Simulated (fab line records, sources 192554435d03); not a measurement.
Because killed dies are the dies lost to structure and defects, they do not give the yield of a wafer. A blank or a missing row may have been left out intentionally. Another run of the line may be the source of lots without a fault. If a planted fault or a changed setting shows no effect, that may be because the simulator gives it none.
Which tool was responsible? | flow n5Finfet | 33 wafers from 11 lots sampled at 5 of the route's 1938 steps

== WHAT EACH GAUGE READ, for each wafer ==
N5_BEOL_M3_INSPECT_59: inspects for defects (darkfield). Usual: rawDefectCount at 74, with a standard deviation of 26.
lot  | measured     | on               | rawDefectCount | flag
L221 | day 8 00:37  | defectInspect-02 | 65 58 54       | 
L223 | day 8 20:22  | defectInspect-01 | 57 45 58       | 
L226 | day 9 02:56  | defectInspect-02 | 142 112 75     | 
L231 | day 10 20:56 | defectInspect-02 | 108 108 162    | 
L233 | day 11 03:30 | defectInspect-02 | 138 85 104     | 
L234 | day 11 10:40 | defectInspect-02 | 48 89 88       | 
L236 | day 11 11:15 | defectInspect-01 | 50 68 50       | 
L235 | day 11 14:08 | defectInspect-02 | 116 83 77      | 
L237 | day 11 17:28 | defectInspect-02 | 70 71 51       | 
L241 | day 12 20:31 | defectInspect-02 | 61 87 42       | 
L243 | day 13 13:20 | defectInspect-02 | 66 60 109      | 

N5_BEOL_M4_RC_MEAS_101. Usual: DIBL_N 36.3 mV/V, standard deviation 1.6; DIBL_P 36.5 mV/V, standard deviation 1.6; IOFF_N 0.163 nA/um, standard deviation 0.026; IOFF_P 0.22 nA/um, standard deviation 0.033; ION_N 676 uA/um, standard deviation 9.9; ION_P 464 uA/um, standard deviation 6.5; SS_N 71.5 mV/dec, standard deviation 0.5; SS_P 73.3 mV/dec, standard deviation 0.64; VT_N 249.3 mV, standard deviation 2.9; VT_P -250 mV, standard deviation 3.2.
lot  | measured     | on        | DIBL_N (mV/V)  | DIBL_P (mV/V)  | IOFF_N (nA/um)    | IOFF_P (nA/um) | ION_N (uA/um) | ION_P (uA/um) | SS_N (mV/dec)  | SS_P (mV/dec)  | VT_N (mV)         | VT_P (mV)      | flag
L221 | day 8 10:20  | prober-02 | 32.9 35.1 33.6 | 32.6 35.7 34.0 | 0.114 0.150 0.129 | 0.14 0.19 0.16 | 671 669 661   | 458 462 452   | 70.9 71.1 71.8 | 72.6 74.1 72.5 | 255.4 249.7 252.2 | -259 -252 -254 | 
L223 | day 9 08:17  | prober-02 | 36.5 38.0 35.6 | 35.4 37.1 34.9 | 0.157 0.188 0.149 | 0.23 0.26 0.22 | 674 685 695   | 461 476 479   | 72.0 72.2 71.3 | 72.8 73.8 73.0 | 251.4 244.5 246.2 | -249 -245 -246 | 
L226 | day 9 16:22  | prober-02 | 36.9 37.0 35.6 | 37.9 38.1 36.5 | 0.179 0.182 0.160 | 0.22 0.22 0.20 | 673 688 697   | 463 466 464   | 71.6 71.7 70.8 | 74.8 73.9 74.3 | 245.1 246.4 248.8 | -251 -250 -253 | 
L231 | day 11 14:23 | prober-02 | 35.7 36.0 35.3 | 36.2 36.5 35.6 | 0.166 0.165 0.152 | 0.22 0.22 0.21 | 674 677 667   | 464 463 458   | 71.5 70.5 71.2 | 73.8 73.2 73.4 | 249.9 250.0 250.9 | -248 -248 -249 | 
L233 | day 11 20:50 | prober-01 | 37.5 34.1 36.3 | 35.6 32.7 35.0 | 0.161 0.115 0.142 | 0.20 0.16 0.19 | 663 668 655   | 456 463 449   | 71.9 70.8 71.8 | 73.3 72.8 72.9 | 252.3 254.0 250.3 | -250 -252 -253 | 
L234 | day 11 22:40 | prober-02 | 34.6 34.3 36.5 | 35.7 35.6 38.5 | 0.129 0.123 0.157 | 0.19 0.19 0.22 | 658 671 670   | 457 467 464   | 71.6 71.3 71.7 | 72.6 72.8 72.6 | 253.8 253.7 250.7 | -253 -250 -250 | 
L236 | day 12 02:19 | prober-02 | 33.4 36.1 36.3 | 33.8 36.6 36.6 | 0.116 0.158 0.153 | 0.16 0.20 0.19 | 656 679 669   | 456 457 459   | 70.8 71.7 71.2 | 72.8 73.6 73.0 | 254.8 248.3 251.0 | -256 -253 -253 | 
L235 | day 12 06:45 | prober-02 | 37.3 36.9 36.6 | 36.9 36.7 36.5 | 0.188 0.187 0.175 | 0.22 0.22 0.21 | 682 675 680   | 458 459 461   | 72.1 72.5 72.1 | 73.1 73.4 72.7 | 246.8 244.9 248.3 | -248 -250 -249 | 
L237 | day 12 13:53 | prober-01 | 36.2 35.1 35.8 | 36.7 35.2 36.3 | 0.152 0.132 0.154 | 0.19 0.17 0.18 | 667 659 683   | 455 454 461   | 71.4 71.5 71.4 | 73.9 73.3 73.4 | 250.6 254.4 250.6 | -255 -253 -256 | 
L241 | day 13 16:11 | prober-01 | 38.4 35.0 35.9 | 42.3 37.9 38.6 | 0.213 0.145 0.164 | 0.29 0.21 0.23 | 685 680 682   | 470 470 471   | 72.8 70.8 71.5 | 74.2 72.1 72.9 | 246.6 248.1 250.8 | -245 -250 -249 | 
L243 | day 14 04:17 | prober-01 | 36.0 34.9 35.7 | 37.1 35.2 36.3 | 0.169 0.145 0.164 | 0.22 0.19 0.22 | 669 662 672   | 465 456 462   | 71.8 71.6 71.7 | 73.4 73.5 73.8 | 249.5 252.3 250.3 | -250 -251 -248 | 

== WHAT TOOL EACH LOT RAN ON (gives the tool, then ch and the chambers of the sampled wafers, and finally the start) ==
lot  | N5_BEOL_M3_ANNEAL_93        | N5_BEOL_M4_HM_DEP_02        | N5_BEOL_M4_COAT_61
L221 | pvdSputter-01, day 7 23:08  | pvdSputter-03, day 8 01:04  | lithoTrack-05 ch 0, day 8 01:12
L223 | pvdSputter-02, day 8 18:56  | pvdSputter-01, day 8 21:10  | lithoTrack-02 ch 0, day 8 21:17
L226 | pvdSputter-01, day 9 01:23  | pvdSputter-02, day 9 03:58  | lithoTrack-04 ch 0, day 9 04:05
L231 | pvdSputter-03, day 10 19:29 | pvdSputter-01, day 10 23:19 | lithoTrack-05 ch 0, day 10 23:27
L233 | pvdSputter-03, day 11 02:03 | pvdSputter-02, day 11 03:46 | lithoTrack-02 ch 0, day 11 03:53
L234 | pvdSputter-01, day 11 09:14 | pvdSputter-03, day 11 10:52 | lithoTrack-02 ch 0, day 11 10:59
L236 | pvdSputter-02, day 11 09:49 | pvdSputter-03, day 11 13:11 | lithoTrack-04 ch 0, day 11 13:18
L235 | pvdSputter-01, day 11 12:42 | pvdSputter-03, day 11 16:12 | lithoTrack-04 ch 0, day 11 16:20
L237 | pvdSputter-02, day 11 15:53 | pvdSputter-02, day 11 17:43 | lithoTrack-04 ch 0, day 11 17:51
L241 | pvdSputter-03, day 12 18:59 | pvdSputter-03, day 12 22:34 | lithoTrack-02 ch 0, day 12 22:42
L243 | pvdSputter-02, day 13 11:54 | pvdSputter-03, day 13 14:35 | lithoTrack-02 ch 0, day 13 14:43
- N5_BEOL_M3_ANNEAL_93: time 240 s.
- N5_BEOL_M4_HM_DEP_02: deposits TiN, target thk 20 nm.
- N5_BEOL_M4_COAT_61: time 60 s, resist thk 60 nm.

== AS READ BY THE TOOLS THEMSELVES (means over the sampled wafers that have a number; for cases with no such wafer, the mark the record gives instead) ==
N5_BEOL_M3_ANNEAL_93. Usual: heaterPowerW at 823 W, with a standard deviation of 93.
lot  | tool          | heaterPowerW (W) | flag
L221 | pvdSputter-01 | 866              | 
L223 | pvdSputter-02 | 822              | 
L226 | pvdSputter-01 | 836              | 
L231 | pvdSputter-03 | 857              | 
L233 | pvdSputter-03 | 842              | 
L234 | pvdSputter-01 | 849              | 
L236 | pvdSputter-02 | 763              | 
L235 | pvdSputter-01 | 758              | 
L237 | pvdSputter-02 | 791              | 
L241 | pvdSputter-03 | 835              | 
L243 | pvdSputter-02 | 807              | 

N5_BEOL_M4_HM_DEP_02. Usual: throttleValvePct at 30.1 %, with a standard deviation of 1.1.
lot  | tool          | throttleValvePct (%) | flag
L221 | pvdSputter-03 | 30.1                 | 
L223 | pvdSputter-01 | 30.5                 | 
L226 | pvdSputter-02 | 29.8                 | 
L231 | pvdSputter-01 | 29.8                 | 
L233 | pvdSputter-02 | 28.7                 | 
L234 | pvdSputter-03 | 30.0                 | 
L236 | pvdSputter-03 | 30.8                 | 
L235 | pvdSputter-03 | 30.1                 | 
L237 | pvdSputter-02 | 30.5                 | 
L241 | pvdSputter-03 | 31.2                 | 
L243 | pvdSputter-03 | 30.8                 | 

N5_BEOL_M4_COAT_61. Usual: resistLineTempC 23.02 C, standard deviation 0.11; runLengthS 66.04 s, standard deviation 0.23.
lot  | tool          | resistLineTempC (C) | runLengthS (s) | flag
L221 | lithoTrack-05 | 22.94               | 66.46          | 
L223 | lithoTrack-02 | 22.97               | 65.92          | 
L226 | lithoTrack-04 | 23.02               | 65.93          | 
L231 | lithoTrack-05 | 22.88               | 67.66          | OFF
L233 | lithoTrack-02 | 22.92               | 65.97          | 
L234 | lithoTrack-02 | 23.09               | 65.92          | 
L236 | lithoTrack-04 | 22.85               | 65.99          | 
L235 | lithoTrack-04 | 23.09               | 65.87          | 
L237 | lithoTrack-04 | 22.97               | 65.94          | 
L241 | lithoTrack-02 | 23.12               | 65.90          | 
L243 | lithoTrack-02 | 22.94               | 65.81          | 

== THE ANSWER, worked out from the rows above alone ==
Rule: take the mean of a lot's wafers that have a number; if it is more than 3 standard deviations from the usual mean, the lot is off. A lot without any number at a reading at which 4 lots or more have one is off too. The other lots that the step has rows for count as sound. After the gauges, taken in route order, come the tools' own readings; for these a lot's mean is taken, as printed above. At the first step where some lot is off, the reading lying furthest off is the one used; lots without a number count as furthest.
Off at N5_BEOL_M4_COAT_61 (runLengthS): L231.
A tool fits if, at that step or a process step before it, it ran every lot that is off, and no sound lot after the first of them. 2 tools fit, pvdSputter-01 at N5_BEOL_M4_HM_DEP_02 and lithoTrack-05 at N5_BEOL_M4_COAT_61, so this cannot tell which one it is.

== WHAT THE SIMULATOR PUT IN ==
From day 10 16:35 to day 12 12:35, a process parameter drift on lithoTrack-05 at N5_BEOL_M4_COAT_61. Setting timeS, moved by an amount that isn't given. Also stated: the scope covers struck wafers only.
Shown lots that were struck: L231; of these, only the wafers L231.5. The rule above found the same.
